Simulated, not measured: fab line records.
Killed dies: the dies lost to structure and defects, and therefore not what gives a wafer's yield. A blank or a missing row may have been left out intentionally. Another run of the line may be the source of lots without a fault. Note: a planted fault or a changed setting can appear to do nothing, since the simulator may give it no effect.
Struck lot and sound lot, side by side / flow nand harc / 13 steps out of a route of 1302
Sound: the wafers L180.1, L180.3, L180.5. Struck: wafers L191.2, L191.4. (L191.1 of the same lot was not struck and is left out.) The cause comes at the end.
Per side, at each step with rows, come the tool, then ch with its chambers, and then its first start. Under that, the readings that differ: sound wafers / struck wafers / difference of the means / sigmas: that difference in standard deviations of wafers without a fault.
alike: same words and numbers on both sides, and readings whose means sit less than 2 such deviations apart. not compared: any withheld reading, any reading some wafer has no value for, any bound like >300 that may hide the same value, and any number with overlapping values for which the record gives no deviation.
A row with sigmas, a row that says differs or no value, or rows on one side alone: a step with any of these is where the two part. Non-overlapping numbers with no deviation appear without sigmas and do not part them. A reading that every wafer of one side lacks parts them only if that side has two wafers or more.

first, 1 step without rows for these wafers: NHARC_A_SLIT_SRD_20.
NHARC_A_SLIT_CD_MEAS_21:
  sound: cd sem-01 at day 22 23:19; struck: cd sem-01 at day 27 14:05
  alike: cd nm
then, 3 steps without rows for these wafers: NHARC_A_SIN_REMOVE_WET_00 (chemistry H3PO4, time 15300 s); NHARC_A_SIN_REMOVE_PRECLEAN_01 (cleans in SC1); NHARC_A_SIN_REMOVE_SRD_02.
NHARC_A_SIN_REMOVE_INSPECT_04:
  sound: defect inspect-01 at day 23 04:45; struck: defect inspect-01 at day 27 20:47
  alike: raw defect count
NHARC_A_WL_FILL_ALD_00: deposits Al2O3, target thk 3 nm, pulse time 3 s, ald cycles 30.
  sound on ald hk-01 ch 1,2,3, day 23 05:01; struck on ald hk-01 ch 2,3, day 27 20:53
  alike: heater power w, precursor pulse height rel
NHARC_A_WL_FILL_RTA_01: time 5 s.
  sound on rtp anneal-02 ch 0, day 23 05:14; struck on rtp anneal-02 ch 0, day 27 21:07
  alike: lamp power pct, wafer_temp_C_max
NHARC_A_WL_FILL_ALD_02: deposits TiN, target thk 2 nm, pulse time 3 s, ald cycles 100.
  sound on ald metal-03 ch 1,2, day 23 05:30; struck on ald metal-04 ch 1,3, day 27 21:20
  alike: heater power w, precursor pulse height rel
NHARC_A_WL_FILL_CVD_03: deposits W, target thk 40 nm, time 279 s.
  sound on cvd w-01 ch 1, day 23 05:54; struck on cvd w-01 ch 1, day 27 21:46
  alike: heater power w, throttle valve pct
NHARC_A_WL_FILL_ETCHBACK_04: etches the open film in NF3, target depth 60 nm, time 120 s.
  sound on rie metal-02 ch 1, day 23 06:18; struck on rie metal-02 ch 0, day 27 22:08
reading=run length s (s); sound=140.6 141.1 140.9; struck=166.0 166.0; difference=+25.1; sigmas=+39
  alike: drypump motor current A, oes product au
  not compared: rf hours counter h
NHARC_A_WL_FILL_ETCHBACK_05: etches the open film in Cl2/BCl3, target depth 22 nm, time 60 s.
  sound on rie metal-02 ch 0,1, day 23 06:31; struck on rie metal-02 ch 1, day 27 22:23
  alike: drypump motor current A, oes product au, run length s
  not compared: rf hours counter h
next, for these wafers, 1 step has no rows: NHARC_END_SORT_01.

## WHERE THEY PART
Only at NHARC_A_WL_FILL_ETCHBACK_04, as far as this record shows. Later steps at which nothing parts them and some readings are alike: NHARC_A_WL_FILL_ETCHBACK_05.

WHY: what the simulator had put in
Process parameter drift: rie metal-02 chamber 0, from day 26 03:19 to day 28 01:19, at NHARC_A_WL_FILL_ETCHBACK_04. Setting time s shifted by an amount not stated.
